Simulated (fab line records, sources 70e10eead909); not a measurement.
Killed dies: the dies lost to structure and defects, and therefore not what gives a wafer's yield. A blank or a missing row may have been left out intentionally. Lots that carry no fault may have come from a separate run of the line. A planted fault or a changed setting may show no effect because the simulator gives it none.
Comparing a struck lot with a sound one -- flow nandHarc -- 36 out of 1302 route steps
Sound: these wafers, L579.3, L579.5, L579.6. Struck: wafers L587.2, L587.4. (L587.3 of the same lot was not struck and is left out.) The cause comes at the end.
Per side, at each step with rows, come the tool, then ch with its chambers, and then its first start. Under that, the readings that differ: sound wafers -- struck wafers -- difference of the means -- sigmas: that difference in standard deviations of wafers without a fault.
alike: readings whose means differ by less than 2 such deviations, and words and numbers that are the same on both sides. not compared: withheld readings, readings that some wafer has no value for, bounds like >300 that may hide the same value, and numbers for which the record gives no deviation and whose values overlap.
Wherever a step has rows on one side only, a row that says differs or no value, or a row with sigmas, the two part there. Numbers that have no deviation but don't overlap get no sigmas and don't part them. Lack of a reading on every wafer of one side parts them only where that side has two or more wafers.

first, 2 steps without rows for these wafers: NHARC_A_SLIT_PRECLEAN_19 (cleans in SC1); NHARC_A_SLIT_SRD_20.
NHARC_A_SLIT_CD_MEAS_21:
  sound on cdSem-01, day 21 03:22; struck on cdSem-02, day 24 14:42
  alike: cdNm
then, 3 steps without rows for these wafers: NHARC_A_SIN_REMOVE_WET_00 (chemistry H3PO4, time 15300 s); NHARC_A_SIN_REMOVE_PRECLEAN_01 (cleans in SC1); NHARC_A_SIN_REMOVE_SRD_02.
NHARC_A_SIN_REMOVE_INSPECT_04:
  sound on defectInspect-02, day 21 09:53; struck on defectInspect-01, day 24 19:55
reading,sound,struck,difference,sigmas
rawDefectCount,453 527 698,263 407,-224,-3
NHARC_A_WL_FILL_ALD_00: deposits Al2O3, target thk 3 nm, pulse time 3 s, ald cycles 30.
  sound on aldHk-01 ch 0,3, day 21 09:56; struck on aldHk-04 ch 0,3, day 24 19:59
  alike: heaterPowerW, precursorPulseHeightRel
NHARC_A_WL_FILL_RTA_01: time 5 s.
  sound on rtpAnneal-01 ch 0, day 21 10:16; struck on rtpAnneal-02 ch 0, day 24 20:17
  alike: lampPowerPct, lamp_zone_6_pct, lamp_zone_7_pct, wafer_temp_C_max
then, 1 step without rows for these wafers: NHARC_A_WL_FILL_ALD_02 (deposits TiN, target thk 2 nm, pulse time 3 s, ald cycles 100).
NHARC_A_WL_FILL_CVD_03: deposits W, target thk 40 nm, time 279 s.
  sound on cvdW-02 ch 0,1, day 21 10:58; struck on cvdW-02 ch 1, day 24 20:55
  alike: heaterPowerW, throttleValvePct
then, 1 step without rows for these wafers: NHARC_A_WL_FILL_ETCHBACK_04 (etches the open film in NF3, target depth 60 nm, time 120 s).
NHARC_A_WL_FILL_ETCHBACK_05: etches the open film in Cl2/BCl3, target depth 22 nm, time 60 s.
  sound on rieMetal-02 ch 0,1, day 21 11:30; struck on rieMetal-03 ch 0,1, day 24 21:32
  alike: drypumpMotorCurrentA, oesProductAu
  not compared: rfHoursCounterH
then, 16 steps without rows for these wafers: NHARC_A_WL_FILL_STRIP_27 (strips in N2/H2, time 20 s); NHARC_A_WL_FILL_STRIP_28 (strips in post etch residue remover, time 1200 s); NHARC_A_WL_FILL_PRECLEAN_06 (cleans in DIW, time 300 s); NHARC_A_WL_FILL_SRD_07; NHARC_A_WL_FILL_ANNEAL_08 (time 1800 s); NHARC_A_WL_FILL_ALD_10 (deposits SiO2, target thk 50 nm, pulse time 10 s, ald cycles 500); NHARC_A_WL_FILL_ETCHBACK_16 (etches the open film in C4F8/O2/Ar, target depth 120 nm, time 24 s); NHARC_A_WL_FILL_STRIP_29 (strips in O2, time 20 s); NHARC_A_WL_FILL_ETCHBACK_17 (etches the open film in Cl2/BCl3, target depth 4 nm, time 26.7 s); NHARC_A_WL_FILL_PRECLEAN_18 (cleans in dHF, time 30 s); NHARC_A_WL_FILL_SRD_21; NHARC_A_WL_FILL_CVD_23 (deposits poly-Si, target thk 40 nm, time 800 s); NHARC_A_WL_FILL_ETCHBACK_26 (etches the open film in HBr, target depth 52 nm, time 13.3 s); NHARC_A_WL_FILL_PRECLEAN_30 (cleans in dHF, time 10 s); NHARC_A_WL_FILL_SRD_14; NHARC_A_WL_FILL_ALD_19 (deposits TiN, target thk 2 nm, pulse time 3 s, ald cycles 100).
NHARC_A_WL_FILL_CVD_20: deposits W, target thk 100 nm, time 74 s.
  sound on cvdW-01 ch 0,1; struck on cvdW-02 ch 0,1
reading,sound,struck,difference,sigmas
throttleValvePct (%),7.4 7.5 7.2,7.9 8.2,+0.7,+2
  alike: heaterPowerW
NHARC_A_WL_FILL_CMP_12: polishes, t overpolish 30 s, target thk 100 nm.
  sound on cmp-02 ch 2,3, day 22 03:46; struck on cmp-03 ch 1,3, day 25 16:52
  alike: motorCurrentA, overpolishRunS, slurryFilterDpKPa, timeToEndpointS
next, for these wafers, 1 step has no rows: NHARC_A_WL_FILL_SRD_31.
NHARC_A_WL_FILL_INSPECT_15:
  sound on defectInspect-02, day 22 04:14; struck on defectInspect-01, day 25 17:20
  alike: rawDefectCount
then, 2 steps without rows for these wafers: NHARC_A_CONTACT_DEP_24 (deposits SiO2, target thk 500 nm); NHARC_A_CONTACT_DEP_28 (deposits aC, target thk 7000 nm).
-- jump in the record: it breaks off in module A_CONTACT and resumes in module END (first step shown: number 1302 of the route), and 3 days separate the struck wafers' starts before and after --
NHARC_END_SORT_01:
  only the struck wafers appear in the record here, on prober-02 ch 0 at day 29 01:39; the sound ones have no rows

== WHERE THEY PART ==
At NHARC_A_SIN_REMOVE_INSPECT_04 first; at NHARC_END_SORT_01 last (within this record only).

WHY: what had been put in by the simulator
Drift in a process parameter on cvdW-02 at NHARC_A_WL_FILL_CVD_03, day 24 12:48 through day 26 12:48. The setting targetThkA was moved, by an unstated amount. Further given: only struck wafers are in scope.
